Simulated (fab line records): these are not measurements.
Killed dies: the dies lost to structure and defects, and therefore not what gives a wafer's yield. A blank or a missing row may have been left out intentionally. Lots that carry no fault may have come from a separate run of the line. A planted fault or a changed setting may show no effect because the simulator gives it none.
Chamber matching || flow n5-finfet || N5_BEOL_M0_SAQP_ETCH_102 on rie-si-04: 4 sister chambers
The step etches SiO2 in CF4, target depth 4 nm, time 4.4 s. 7 wafers are shown with their chamber, then 10 later ones without.

## WAFERS, EACH WITH ITS CHAMBER
{"wafer": "L080.4", "chamber": 0, "throttle-valve-pct (%)": 22.16, "drypump-motor-current-A (A)": 5.9}
{"wafer": "L084.3", "chamber": 3, "throttle-valve-pct (%)": 21.56, "drypump-motor-current-A (A)": 5.4}
{"wafer": "L084.4", "chamber": 1, "throttle-valve-pct (%)": 22.26, "drypump-motor-current-A (A)": 5.7}
{"wafer": "L085.2", "chamber": 3, "throttle-valve-pct (%)": 21.55, "drypump-motor-current-A (A)": 5.4}
{"wafer": "L085.5", "chamber": 2, "throttle-valve-pct (%)": 21.46, "drypump-motor-current-A (A)": 5.8}
{"wafer": "L086.1", "chamber": 1, "throttle-valve-pct (%)": 22.27, "drypump-motor-current-A (A)": 5.6}
{"wafer": "L086.2", "chamber": 2, "throttle-valve-pct (%)": 21.45, "drypump-motor-current-A (A)": 5.8}

## WAFERS MISSING THEIR CHAMBER
{"wafer": "L086.3", "throttle-valve-pct (%)": 21.55, "drypump-motor-current-A (A)": 5.4}
{"wafer": "L087.2", "throttle-valve-pct (%)": 22.25, "drypump-motor-current-A (A)": 5.7}
{"wafer": "L087.4", "throttle-valve-pct (%)": 21.45, "drypump-motor-current-A (A)": 5.8}
{"wafer": "L087.6", "throttle-valve-pct (%)": 22.25, "drypump-motor-current-A (A)": 5.7}
{"wafer": "L090.1", "throttle-valve-pct (%)": 22.27, "drypump-motor-current-A (A)": 5.7}
{"wafer": "L090.2", "throttle-valve-pct (%)": 21.56, "drypump-motor-current-A (A)": 5.4}
{"wafer": "L090.4", "throttle-valve-pct (%)": 22.17, "drypump-motor-current-A (A)": 5.9}
{"wafer": "L095.1", "throttle-valve-pct (%)": 21.45, "drypump-motor-current-A (A)": 5.8}
{"wafer": "L095.2", "throttle-valve-pct (%)": 22.26, "drypump-motor-current-A (A)": 5.6}
{"wafer": "L095.3", "throttle-valve-pct (%)": 22.17, "drypump-motor-current-A (A)": 5.9}

## CHAMBER TAKEN BY EACH
{"wafer": "L086.3", "from the rows above": 3, "in truth": 3}
{"wafer": "L087.2", "from the rows above": 1, "in truth": 1}
{"wafer": "L087.4", "from the rows above": 2, "in truth": 2}
{"wafer": "L087.6", "from the rows above": 1, "in truth": 1}
{"wafer": "L090.1", "from the rows above": 1, "in truth": 1}
{"wafer": "L090.2", "from the rows above": 3, "in truth": 3}
{"wafer": "L090.4", "from the rows above": 0, "in truth": 0}
{"wafer": "L095.1", "from the rows above": 2, "in truth": 2}
{"wafer": "L095.2", "from the rows above": 1, "in truth": 1}
{"wafer": "L095.3", "from the rows above": 0, "in truth": 0}
Correctly placed: 10 of 10. Number that these rows cannot place: 0. Number placed wrongly: 0.
How it was worked out, from the rows above alone: a wafer's distance from a chamber is the root of the sum, over the readings, of the square of ((its reading less the chamber's mean) divided by the reading's scatter). The wafer belongs to the nearest chamber; if the next one is less than 2 further off, it can't be placed. The mean given for a chamber averages the wafers shown for that chamber. The scatter: the root of (the sum of the squares of (reading less its chamber's mean) over the shown wafers, divided by (wafers less chambers)).
